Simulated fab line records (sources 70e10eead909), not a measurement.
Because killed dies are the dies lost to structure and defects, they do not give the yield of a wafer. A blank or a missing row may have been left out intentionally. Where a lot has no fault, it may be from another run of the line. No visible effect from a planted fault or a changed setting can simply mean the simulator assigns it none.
Shared-tool check | flow nandHarc | 1 lot, 3 wafers sampled

== REASON FOR OPENING ==
At NHARC_END_SORT_01 the reading killedAtPeriphery is flagged on 1 of 1 lot. Fault-free wafers read 3.4, with a standard deviation of 2.3.
Rule: flag the lot when none of its wafers has a number, or when each of its wafers that has one lies beyond 4 standard deviations from that mean. As for the other lots, they are considered sound.

lot  | measured     | on        | killedAtPeriphery, wafer by wafer | flag
L512 | day 22 20:52 | prober-02 | 661 661 657                       | FLAGGED
On average the flagged lots read 659.7, which is +656.3 against the usual, or +99 or more standard deviations.

== WHICH TOOL RAN EACH LOT ==
4 process steps preceding the reading are held in the record, out of 1159 steps in the route. In each cell: the tool, then ch and the chambers that the sampled wafers went through, then the start.
lot  | flag    | NHARC_P_GATE_ALD_36             | NHARC_P_GATE_STRIP_101           | NHARC_P_GATE_EXPOSE_43          | NHARC_P_GATE_STRIP_111
L512 | FLAGGED | aldSin-04 ch 0,2,3, day 8 04:17 | rieDiel-11 ch 0,2,3, day 8 10:42 | krfScanner-01 ch 0, day 8 11:35 | plasmaAsher-01 ch 0,1, day 8 12:23
What the steps here do:
- NHARC_P_GATE_ALD_36: deposits SiNx, target thk 20 nm, pulse time 60 s, ald cycles 223.
- NHARC_P_GATE_STRIP_101: strips in O2, time 20 s.
- NHARC_P_GATE_EXPOSE_43: exposes mask P NSD, target cd 720 nm.
- NHARC_P_GATE_STRIP_111: strips in N2/H2, time 250 s.
- NHARC_END_SORT_01

== FLAGGED OVER TOTAL, TOOL BY TOOL (the gauges that took the reading come last) ==
step                   | tool           | lots run | flagged | share of the flagged lots | sound lots run after its first flagged lot
NHARC_P_GATE_ALD_36    | aldSin-04      | 1        | 1       | all                       | 0
NHARC_P_GATE_STRIP_101 | rieDiel-11     | 1        | 1       | all                       | 0
NHARC_P_GATE_EXPOSE_43 | krfScanner-01  | 1        | 1       | all                       | 0
NHARC_P_GATE_STRIP_111 | plasmaAsher-01 | 1        | 1       | all                       | 0
NHARC_END_SORT_01      | prober-02      | 1        | 1       | all                       | 0

== THE TABLE: WHAT IT ALLOWS ==
5 rows of the table ran every flagged lot: aldSin-04 at NHARC_P_GATE_ALD_36, rieDiel-11 at NHARC_P_GATE_STRIP_101, krfScanner-01 at NHARC_P_GATE_EXPOSE_43, plasmaAsher-01 at NHARC_P_GATE_STRIP_111, prober-02 at NHARC_END_SORT_01.
- aldSin-04 at NHARC_P_GATE_ALD_36: 1 of its 1 lot flagged. With no sound lot run before its first flagged lot in this sample, there is nothing to narrow down the start.
- rieDiel-11 at NHARC_P_GATE_STRIP_101: 1 of its 1 lot flagged. With no sound lot run before its first flagged lot in this sample, there is nothing to narrow down the start.
- krfScanner-01 at NHARC_P_GATE_EXPOSE_43: 1 of its 1 lot flagged. With no sound lot run before its first flagged lot in this sample, there is nothing to narrow down the start.
- plasmaAsher-01 at NHARC_P_GATE_STRIP_111: 1 of its 1 lot flagged. With no sound lot run before its first flagged lot in this sample, there is nothing to narrow down the start.
- prober-02 at NHARC_END_SORT_01: 1 of its 1 lot flagged. With no sound lot run before its first flagged lot in this sample, there is nothing to narrow down the start.
Because each of these 5 tools fits a fault that began at some hour, counting lots does not separate them. More lots, or a look at what each step does to the wafer, might.

== WHAT THE SIMULATOR HAD INSERTED ==
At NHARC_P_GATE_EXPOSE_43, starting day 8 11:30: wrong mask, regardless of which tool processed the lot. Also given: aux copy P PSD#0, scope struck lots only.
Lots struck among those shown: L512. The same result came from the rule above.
